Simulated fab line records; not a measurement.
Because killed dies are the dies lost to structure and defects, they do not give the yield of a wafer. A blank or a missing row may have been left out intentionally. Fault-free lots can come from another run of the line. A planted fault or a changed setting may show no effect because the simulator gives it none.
fab line records	flow n5_finfet
record: lots: 6	wafers: 18	last_day: 18
route steps=1938 shown BEOL_M11@1567 PASSIVATION@1936
lots that met no fault: taken from a fault-free run of the same line
start_h: hours from the record's opening day to when the first of the lot's shown wafers began	wait_h: how many hours have passed since the lot's step before this one	" the same as in the row above	L1.1+2: several wafers, shown together as one row	- either no value or no given start	* or withheld: withheld	< > ~ a bound
route shown NAME@n: NAME is a module with steps in the file, n the number in the route of the first one	usual: mean/standard deviation of fault-free wafers	same: alike in all rows	chamber/n: place in a boat	sites: the reading at each site	_std_site: standard deviation across them	_edge_site: outer sites' mean less inner sites'	radius_mm: how far each site lies from the wafer's centre	mask NAME#n: copy n	behind: tool/chamber where the wafer was last shaped	hold: the reason the lot was held/the length of the hold in hours/how it ended	device: which transistor (n, p or np) failed to switch	end of line: tests of these same wafers at the route's end	step lacking rows: just its recipe	killed: count of dies lost to structure and defects at first sort (not the wafer's yield)	map: a wafer's dies, x killed, . not, _ none there
set.NAME: the run value of the setting; set.NAME@STEP: its run value at that earlier step	model.NAME: the simulator's own value behind a step, which no gauge read
lots at selected steps of the route; one table per step, one row per wafer
services: a tool's chamber out of use, with start hour (start_h, from the record's first day; less than 0 if before it), hours out, and reason
== steps ==
step: N5_BEOL_M11_DEVELOP_27
recipe: develop_time_s: 30	developer: TMAH	resist: CAR-ArF	rinse_liquid: diw	dry: air_spin	dev_temp_c: 23
step: N5_BEOL_M11_CD_MEAS_28
recipe: target_cd_nm: 70	landing_energy_ev: 500	detector: se_inlens	polarity: opening
usual: cd_nm: 70.0/0.89
lot.wafer	tool	chamber	start_h	wait_h	cd_nm
L470.1	cd_sem-03	0	267.21	-	69.6
L470.2	"	0	"	"	70.3
L470.6	"	0	"	"	70.9
L473.1	cd_sem-01	0	274.49	-	70.1
L473.2	"	0	"	"	68.7
L473.4	"	0	"	"	68.5
L482.3	cd_sem-01	0	337.92	-	69.7
L482.5	"	0	"	"	69.2
L482.6	"	0	"	"	70.1
L486.1	cd_sem-02	0	356.15	-	71.0
L486.5	"	0	"	"	71.4
L486.6	"	0	"	"	71.6
L483.1	cd_sem-03	0	356.31	-	69.9
L483.2	"	0	"	"	69.4
L483.4	"	0	"	"	69.9
L488.1	cd_sem-01	0	383.92	-	70.5
L488.3	"	0	"	"	69.4
L488.6	"	0	"	"	70.2
step: N5_BEOL_M11_OVL_MEAS_29
recipe: points_per_wafer: 44
usual: V10_OVL: 0.3/0.68
lot.wafer	tool	chamber	start_h	wait_h	V10_OVL[nm]
L470.1	overlay-02	0	267.24	0.0	-0.3
L470.2	"	0	"	"	1.3
L470.6	"	0	"	"	0.8
L473.1	overlay-02	0	274.52	0.0	1.6
L473.2	"	0	"	"	0.2
L473.4	"	0	"	"	0.4
L482.3	overlay-01	0	337.95	0.0	1.5
L482.5	"	0	"	"	1.4
L482.6	"	0	"	"	0.7
L486.1	overlay-02	0	356.18	0.0	1.2
L486.5	"	0	"	"	0.2
L486.6	"	0	"	"	1.5
L483.1	overlay-01	0	356.34	0.0	0.6
L483.2	"	0	"	"	1.4
L483.4	"	0	"	"	1.2
L488.1	overlay-01	0	383.95	0.0	-0.1
L488.3	"	0	"	"	-0.6
L488.6	"	0	"	"	-0.3
step: N5_BEOL_M11_INSPECT_30
recipe: mode: adi	inspect_instrument: brightfield
usual: raw_defect_count: 433/89
lot.wafer	tool	chamber	start_h	wait_h	raw_defect_count
L470.1	defect_inspect-02	-	267.26	0.0	646
L470.2	"	-	"	"	608
L470.6	"	-	"	"	504
L473.1	defect_inspect-02	-	274.55	0.0	524
L473.2	"	-	"	"	359
L473.4	"	-	"	"	379
L482.3	defect_inspect-02	-	337.97	0.0	371
L482.5	"	-	"	"	465
L482.6	"	-	"	"	426
L486.1	defect_inspect-02	-	356.20	0.0	554
L486.5	"	-	"	"	568
L486.6	"	-	"	"	609
L483.1	defect_inspect-01	-	356.37	0.0	369
L483.2	"	-	"	"	395
L483.4	"	-	"	"	470
L488.1	defect_inspect-02	-	383.98	0.0	392
L488.3	"	-	"	"	415
L488.6	"	-	"	"	473
step: N5_BEOL_M11_DESCUM_33
recipe: chemistry: O2	time_s: 7.9	source_power_w: 50	bias_power_w: 20	pressure_mtorr: 20	rf_frequency_hz: 2.712e+07	temp_c: 40	resist: CAR-ArF	o2_flow_sccm: 225
step: N5_BEOL_M11_ETCH_65
recipe: chemistry: CF4	target: SiARC	target_depth_a: 390	mask_material: CAR-ArF	time_s: 65	ion_energy_ev: 80	pressure_mtorr: 40	source_w: 545	bias_w: 36	Ar_flow_sccm: 100	cf4_flow_sccm: 100	ends: cleared
usual: drypump_motor_current_A: 5.9/0.35	etch_rf_on_time_s: 64.9/0.85	oes_product_au: 0.68/0.067	rf_vpp_V: 183.8/1.4	showerhead_plenum_p_Torr: 2.12/0.079	throttle_valve_pct: 15.66/0.21
lot.wafer	tool	chamber	start_h	wait_h	drypump_motor_current_A	etch_rf_on_time_s	oes_product_au	rf_hours_counter_h	rf_vpp_V	showerhead_plenum_p_Torr	throttle_valve_pct
L470.1	rie_diel-01	1	267.64	0.0	6.3	63.2	0.73	61	183.6	2.09	15.77
L470.2	"	0	"	"	5.9	65.1	0.64	160	182.2	2.14	15.74
L470.6	"	0	"	"	5.9	64.7	0.64	-	183.9	2.14	15.74
L473.1	rie_diel-01	1	274.80	0.0	6.3	63.1	0.72	65	181.3	2.09	15.80
L473.2	"	2	"	"	5.5	64.4	0.78	19	185.7	2.18	15.67
L473.4	"	3	"	"	6.0	63.5	0.62	205	184.3	2.13	15.76
L482.3	rie_diel-01	3	338.04	0.0	6.0	64.5	0.59	226	182.8	2.12	15.81
L482.5	"	2	"	"	5.5	66.0	0.73	-	184.5	2.18	15.73
L482.6	"	1	"	"	6.3	64.2	0.71	-	185.0	2.08	15.82
L486.1	rie_diel-03	0	356.27	0.0	5.9	64.8	0.66	121	183.1	2.15	15.82
L486.5	"	2	"	"	5.9	65.2	0.81	-	184.2	2.11	15.55
L486.6	"	1	"	"	6.1	65.7	0.62	-	180.0	1.96	15.66
L483.1	rie_diel-01	2	356.44	0.0	5.5	65.8	0.73	45	186.3	2.18	15.74
L483.2	"	1	"	"	6.3	64.4	0.69	92	183.2	2.08	15.84
L483.4	"	3	"	"	6.0	64.6	0.59	231	183.9	2.12	15.81
L488.1	rie_diel-03	1	384.19	0.0	6.2	65.5	0.61	191	182.2	1.96	15.68
L488.3	"	2	"	"	6.0	65.0	0.79	19	182.0	2.10	15.57
L488.6	"	3	"	"	5.6	64.7	0.65	-	185.1	2.24	15.26
step: N5_BEOL_M11_ETCH_66
recipe: chemistry: N2/H2	target: SOC	target_depth_a: 1200	overetch_a: 240	mask_material: SiARC	temp_c: 40	time_s: 180	ion_energy_ev: 200	pressure_mtorr: 30	source_w: 840	bias_w: 150	n2_flow_sccm: 200	h2_flow_sccm: 200
usual: drypump_motor_current_A: 5.9/0.35	oes_product_au: 0.64/0.062	rf_vpp_V: 523.1/2.9	run_length_s: 203.4/0.52	showerhead_plenum_p_Torr: 2.52/0.098	throttle_valve_pct: 17.88/0.22
lot.wafer	tool	chamber	start_h	wait_h	drypump_motor_current_A	oes_product_au	rf_hours_counter_h	rf_vpp_V	run_length_s	showerhead_plenum_p_Torr	throttle_valve_pct
L470.1	rie_diel-01	1	267.69	0.0	6.3	0.68	61	521.4	203.7	2.47	17.90
L470.2	"	0	"	"	5.9	0.61	160	523.4	202.6	2.54	17.94
L470.6	"	0	"	"	5.9	0.61	-	524.3	202.9	2.54	17.94
L473.1	rie_diel-01	1	274.85	0.0	6.3	0.68	65	523.2	203.7	2.47	17.91
L473.2	"	2	"	"	5.5	0.73	19	525.8	204.2	2.59	18.03
L473.4	"	3	"	"	6.0	0.58	205	522.6	203.6	2.51	17.87
L482.3	rie_diel-01	3	338.09	0.0	6.0	0.56	226	523.4	203.3	2.50	17.91
L482.5	"	2	"	"	5.5	0.71	-	525.9	204.1	2.58	18.07
L482.6	"	1	"	"	6.3	0.66	-	521.9	203.6	2.46	17.95
L486.1	rie_diel-03	0	356.32	0.0	5.8	0.62	121	523.2	203.8	2.55	18.17
L486.5	"	2	"	"	6.0	0.77	-	522.2	202.7	2.50	17.83
L486.6	"	1	"	"	6.2	0.59	-	517.0	203.2	2.33	17.86
L483.1	rie_diel-01	2	356.49	0.0	5.5	0.70	45	524.9	203.8	2.58	18.06
L483.2	"	1	"	"	6.3	0.65	92	520.9	203.8	2.46	17.96
L483.4	"	3	"	"	6.0	0.57	231	522.2	203.9	2.50	17.90
L488.1	rie_diel-03	1	384.24	0.0	6.2	0.59	191	517.8	203.1	2.32	17.90
L488.3	"	2	"	"	5.9	0.74	19	523.6	202.8	2.50	17.84
L488.6	"	3	"	"	5.6	0.62	-	527.4	203.6	2.67	17.44
step: N5_BEOL_M11_STRIP_69
recipe: chemistry: N2/H2	temp_c: 40	n2_flow_sccm: 200	h2_flow_sccm: 200	rf_frequency_hz: 6e+07
step: N5_BEOL_M11_VIA_ETCH_34
recipe: chemistry: C4F6/O2	target: SiCOH_lowk	target_depth_a: 1845	mask_material: SOC	taper_deg: 4	time_s: 69.2	ion_energy_ev: 250	pressure_mtorr: 30	source_w: 345	bias_w: 185	Ar_flow_sccm: 300	C4F6_flow_sccm: 10	O2_flow_sccm: 10
usual: drypump_motor_current_A: 5.9/0.35	oes_product_au: 0.79/0.079	rf_vpp_V: 666/8.2	run_length_s: 92.6/0.51	showerhead_plenum_p_Torr: 2.82/0.11	throttle_valve_pct: 20.95/0.21
lot.wafer	tool	chamber	start_h	wait_h	drypump_motor_current_A	oes_product_au	rf_hours_counter_h	rf_vpp_V	run_length_s	showerhead_plenum_p_Torr	throttle_valve_pct
L470.1	rie_diel-01	1	267.82	0.0	6.3	0.86	61	659	92.9	2.77	21.06
L470.2	"	0	"	"	5.9	0.74	160	654	91.6	2.84	20.99
L470.6	"	0	"	"	5.9	0.74	-	655	91.7	2.84	20.97
L473.1	rie_diel-01	1	274.98	0.0	6.4	0.84	65	661	93.1	2.76	21.07
L473.2	"	2	"	"	5.5	0.91	19	674	92.9	2.89	21.03
L473.4	"	3	"	"	6.0	0.71	205	656	92.7	2.83	21.02
L482.3	rie_diel-01	3	338.21	0.0	6.0	0.70	226	656	92.8	2.82	21.05
L482.5	"	2	"	"	5.5	0.87	-	674	93.1	2.88	21.05
L482.6	"	1	"	"	6.4	0.82	-	660	92.5	2.75	21.11
L486.1	rie_diel-03	0	356.45	0.0	5.9	0.77	121	671	92.7	2.85	21.12
L486.5	"	2	"	"	5.9	0.95	-	673	92.3	2.81	20.97
L486.6	"	1	"	"	6.2	0.72	-	660	92.2	2.61	20.87
L483.1	rie_diel-01	2	356.61	0.0	5.5	0.86	45	676	93.0	2.88	21.05
L483.2	"	1	"	"	6.3	0.81	92	661	93.1	2.75	21.10
L483.4	"	3	"	"	6.0	0.69	231	657	92.5	2.81	21.04
L488.1	rie_diel-03	1	384.36	0.0	6.2	0.72	191	662	92.5	2.60	20.88
L488.3	"	2	"	"	5.9	0.93	20	673	92.1	2.81	20.99
L488.6	"	3	"	"	5.6	0.77	-	677	93.0	2.98	20.50
step: N5_BEOL_M11_STRIP_73
recipe: chemistry: C4F6/O2	resist: SiARC	rf_frequency_hz: 6e+07
step: N5_BEOL_M11_STRIP_36
recipe: chemistry: N2/H2	power_w: 450	temp_c: 40	pressure_mtorr: 20	rf_frequency_hz: 6e+07	overash_fraction: 0.3	bias_power_w: 7	h2_frac: 0.5	n2_flow_sccm: 200	h2_flow_sccm: 200
usual: drypump_motor_current_A: 5.9/0.35	oes_product_au: 0.79/0.078	rf_vpp_V: 59.1/1.8	showerhead_plenum_p_Torr: 2.52/0.098	throttle_valve_pct: 23.73/0.28
lot.wafer	tool	chamber	start_h	wait_h	drypump_motor_current_A	oes_product_au	rf_hours_counter_h	rf_vpp_V	showerhead_plenum_p_Torr	throttle_valve_pct
L470.1	rie_diel-01	1	267.88	0.0	6.3	0.84	61	57.7	2.47	23.64
L470.2	"	0	"	"	5.9	0.75	160	60.3	2.54	23.74
L470.6	"	0	"	"	5.9	0.75	-	58.8	2.54	23.73
L473.1	rie_diel-01	1	275.04	0.0	6.3	0.84	65	59.0	2.46	23.69
L473.2	"	2	"	"	5.5	0.91	19	58.1	2.59	24.08
L473.4	"	3	"	"	6.0	0.70	205	58.0	2.51	23.58
L482.3	rie_diel-01	3	338.27	0.0	6.0	0.70	226	57.5	2.50	23.64
L482.5	"	2	"	"	5.5	0.85	-	55.5	2.58	24.13
L482.6	"	1	"	"	6.3	0.82	-	58.6	2.45	23.68
L486.1	rie_diel-03	0	356.51	0.0	5.9	0.77	121	59.1	2.55	24.16
L486.5	"	2	"	"	5.9	0.94	-	55.5	2.50	23.74
L486.6	"	1	"	"	6.2	0.74	-	58.6	2.32	23.65
L483.1	rie_diel-01	2	356.67	0.0	5.5	0.84	45	61.0	2.58	24.13
L483.2	"	1	"	"	6.3	0.79	92	59.0	2.45	23.72
L483.4	"	3	"	"	6.0	0.69	231	57.3	2.50	23.59
L488.1	rie_diel-03	1	384.42	0.0	6.2	0.72	191	57.2	2.32	23.68
L488.3	"	2	"	"	5.9	0.92	20	61.8	2.50	23.78
L488.6	"	3	"	"	5.6	0.77	-	59.9	2.67	23.24
step: N5_BEOL_M11_TRENCH_ETCH_37
recipe: chemistry: C4F6/O2	target_depth_a: 1488.3	target: SiCOH_lowk	time_s: 48	ion_energy_ev: 250	pressure_mtorr: 30	source_w: 345	bias_w: 185	Ar_flow_sccm: 300	C4F6_flow_sccm: 10	O2_flow_sccm: 10
usual: drypump_motor_current_A: 5.9/0.36	oes_product_au: 0.79/0.079	rf_vpp_V: 666/8.1	run_length_s: 71.4/0.54	showerhead_plenum_p_Torr: 2.82/0.11	throttle_valve_pct: 20.98/0.21
lot.wafer	tool	chamber	start_h	wait_h	drypump_motor_current_A	oes_product_au	rf_hours_counter_h	rf_vpp_V	run_length_s	showerhead_plenum_p_Torr	throttle_valve_pct
L470.1	rie_diel-01	1	-	-	6.3	0.85	61	660	71.8	2.77	21.08
L470.2	"	0	"	"	5.9	0.75	160	655	70.4	2.84	21.01
L470.6	"	0	"	"	5.9	0.75	-	655	70.6	2.84	21.02
L473.1	rie_diel-01	1	-	-	6.3	0.84	65	661	71.7	2.76	21.10
L473.2	"	2	"	"	5.5	0.91	19	675	72.0	2.89	21.04
L473.4	"	3	"	"	6.0	0.71	205	656	71.4	2.83	21.02
L482.3	rie_diel-01	3	-	-	6.0	0.70	226	657	71.8	2.82	21.07
L482.5	"	2	"	"	5.5	0.86	-	675	72.1	2.88	21.08
L482.6	"	1	"	"	6.3	0.82	-	660	71.4	2.75	21.12
L486.1	rie_diel-03	0	-	-	5.9	0.77	121	670	71.5	2.85	21.13
L486.5	"	2	"	"	6.0	0.94	-	671	70.7	2.81	21.02
L486.6	"	1	"	"	6.2	0.73	-	660	71.4	2.61	20.90
L483.1	rie_diel-01	2	-	-	5.5	0.86	45	675	72.2	2.88	21.09
L483.2	"	1	"	"	6.3	0.81	92	660	71.4	2.75	21.13
L483.4	"	3	"	"	6.0	0.69	231	656	71.5	2.81	21.07
L488.1	rie_diel-03	1	-	-	6.2	0.72	191	660	71.5	2.60	20.91
L488.3	"	2	"	"	5.9	0.92	20	673	70.5	2.81	21.04
L488.6	"	3	"	"	5.6	0.77	-	677	71.5	2.98	20.52
step: N5_BEOL_M11_ETCH_41
recipe: chemistry: CH3F/O2	target: SiCN	target_depth_a: 426	taper_deg: 2	time_s: 86	ion_energy_ev: 120	mask_material: TiN	pressure_mtorr: 30	source_w: 395	bias_w: 75	Ar_flow_sccm: 150	CH3F_flow_sccm: 30	O2_flow_sccm: 20
usual: CH3F_flow_sccm: 30.01/0.086	drypump_motor_current_A: 5.9/0.35	oes_product_au: 0.79/0.079	rf_vpp_V: 297.0/1.7	run_length_s: 109.4/0.51	showerhead_plenum_p_Torr: 1.98/0.078	throttle_valve_pct: 16.36/0.21
lot.wafer	tool	chamber	start_h	wait_h	CH3F_flow_sccm	drypump_motor_current_A	oes_product_au	rf_hours_counter_h	rf_vpp_V	run_length_s	showerhead_plenum_p_Torr	throttle_valve_pct	model.etch.depth_nm
L470.1	rie_diel-01	1	267.96	-	29.98	6.3	0.85	61	296.5	109.4	1.94	16.45	33.15
L470.2	"	0	"	"	29.94	5.9	0.74	160	297.7	108.7	2.00	16.45	32.23
L470.6	"	0	"	"	29.98	5.9	0.74	-	298.1	108.7	2.00	16.44	31.98
L473.1	rie_diel-01	1	275.12	-	30.09	6.3	0.84	65	296.5	109.6	1.94	16.45	32.82
L473.2	"	2	"	"	29.87	5.5	0.90	19	298.3	109.9	2.04	16.36	32.37
L473.4	"	3	"	"	29.90	6.0	0.71	205	297.1	109.9	1.98	16.45	32.16
L482.3	rie_diel-01	3	338.36	-	30.04	6.0	0.69	226	297.2	109.4	1.98	16.47	32.21
L482.5	"	2	"	"	29.95	5.5	0.86	-	298.9	117.7	2.03	16.40	35.32
L482.6	"	1	"	"	30.04	6.3	0.81	-	296.0	110.3	1.93	16.50	32.52
L486.1	rie_diel-03	0	356.59	-	29.90	5.9	0.77	121	298.0	109.5	2.00	16.50	32.53
L486.5	"	2	"	"	29.93	5.9	0.94	-	296.5	108.9	1.97	16.30	32.57
L486.6	"	1	"	"	30.06	6.2	0.73	-	295.9	109.1	1.82	16.34	31.93
L483.1	rie_diel-01	2	356.76	-	30.14	5.5	0.87	45	297.8	109.9	2.03	16.42	32.32
L483.2	"	1	"	"	30.06	6.3	0.81	92	297.2	109.5	1.93	16.51	33.09
L483.4	"	3	"	"	30.06	6.0	0.69	231	297.3	118.0	1.97	16.50	34.97
L488.1	rie_diel-03	1	384.50	-	29.87	6.2	0.72	191	293.5	109.7	1.82	16.36	32.03
L488.3	"	2	"	"	30.14	5.9	0.93	20	296.2	108.6	1.97	16.33	33.18
L488.6	"	3	"	"	30.15	5.6	0.78	-	300.5	109.5	2.10	15.94	32.81
step: N5_BEOL_M11_STRIP_77
recipe: chemistry: N2/H2	time_s: 10	power_w: 450	temp_c: 40	pressure_mtorr: 20	rf_frequency_hz: 6e+07	bias_power_w: 7	n2_flow_sccm: 200	h2_flow_sccm: 200
step: N5_PASSIVATION_PROBE_49
usual: defect_limited_yield: 91.3/1.4	killed_at_M0_to_M3: 33/10	killed_at_M4_up: 15/6.1	killed_at_contacts: 12/6.7	killed_at_front_end: 39/11	killed_at_other: 4/3.3	killed_dies: 103/16	killed_open: 68/12	killed_short: 34/7.2	sort_bin_5_function: 5.1/0.88	sort_bin_6_memory: 3.3/0.67	sort_n_pass: 1077/16	sort_yield_pct: 91.3/1.4
same: gross_dies: 1180	killed_at_back_side: 0	sort_bin_4_leakage[%]: 0	sort_bin_8_speed[%]: 0
lot.wafer	tool	chamber	start_h	wait_h	defect_limited_yield[%]	killed_at_M0_to_M3	killed_at_M4_up	killed_at_contacts	killed_at_front_end	killed_at_other	killed_dies	killed_open	killed_short	sort_bin_5_function[%]	sort_bin_6_memory[%]	sort_n_pass	sort_yield_pct[%]
L470.1	prober-02	-	317.48	0.0	92.6	22	5	7	47	6	87	55	31	4.9	2.4	1093	92.6
L470.2	prober-02	-	317.53	0.1	89.7	43	12	7	53	6	121	81	37	5.7	4.2	1059	89.7
L470.6	prober-02	-	317.73	0.3	93.3	16	10	16	35	2	79	56	22	4.3	2.2	1101	93.3
killed by level:class
L470.1 STI_FIN_REVEAL:geometric_particle:open=16 FIN_SAQP:geometric_particle:open=6 BEOL_M0_SAQP:geometric_particle:short=6 BEOL_M0_SAQP:geometric_particle:open=6 DUMMY_GATE:geometric_particle:open=5 MOL_CONTACT_COAG:geometric_particle:open=5 BEOL_M3:geometric_particle:open=5 STARTING-WAFER:geometric_particle:short=5
L470.2 BEOL_M0_SAQP:geometric_particle:open=14 STI_FIN_REVEAL:geometric_particle:open=11 DUMMY_GATE:geometric_particle:open=11 BEOL_M0_SAQP:geometric_particle:short=9 FIN_SAQP:geometric_particle:short=8 GATE_CUT:geometric_particle:short=7 BEOL_M3:geometric_particle:open=7 MOL_CONTACT_COAG:geometric_particle:open=5
L470.6 MOL_CONTACT_COAG:geometric_particle:open=16 STI_FIN_REVEAL:geometric_particle:open=10 GATE_CUT:geometric_particle:short=9 BEOL_M0_SAQP:geometric_particle:open=7 FIN_SAQP:geometric_particle:open=5 DUMMY_GATE:geometric_particle:open=3 BEOL_M0_SAQP:geometric_particle:short=3 FIN_SAQP:geometric_particle:short=2
== services ==
tool	chamber	start_h	hours	kind
rie_diel-03	2	257.83	5.3	repair
rie_diel-03	2	297.32	-	clean
rie_diel-03	2	297.32	-	consumable_replace:focus_ring
rie_diel-03	2	297.32	15.2	scheduled_down
rie_diel-03	2	297.32	15.2	vent_cycle
rie_diel-03	3	305.87	4.8	repair
rie_diel-03	2	357.57	5.0	repair
rie_diel-01	2	373.14	17.2	repair
== key ==
first_sign: step: N5_BEOL_M11_ETCH_41	reading: run_length_s	direction: up	sigmas: 17	usual: *	struck: *
effect none on later readings
model_effect: step: N5_BEOL_M11_ETCH_41	value: etch.depth_nm	without: 32.17	struck: 35.14
met_at N5_BEOL_M11_ETCH_41
struck_wafers L482.5,L483.4
onset_between 275.12 338.36
fault: kind: process_parameter_drift	tool: rie_diel-01	chamber: -	onset_h: 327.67	steps: N5_BEOL_M11_ETCH_41	channel: time_s	offset: *	shape: step	end_h: 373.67	scope: struck_wafers_only	acts_in: *	stated: *
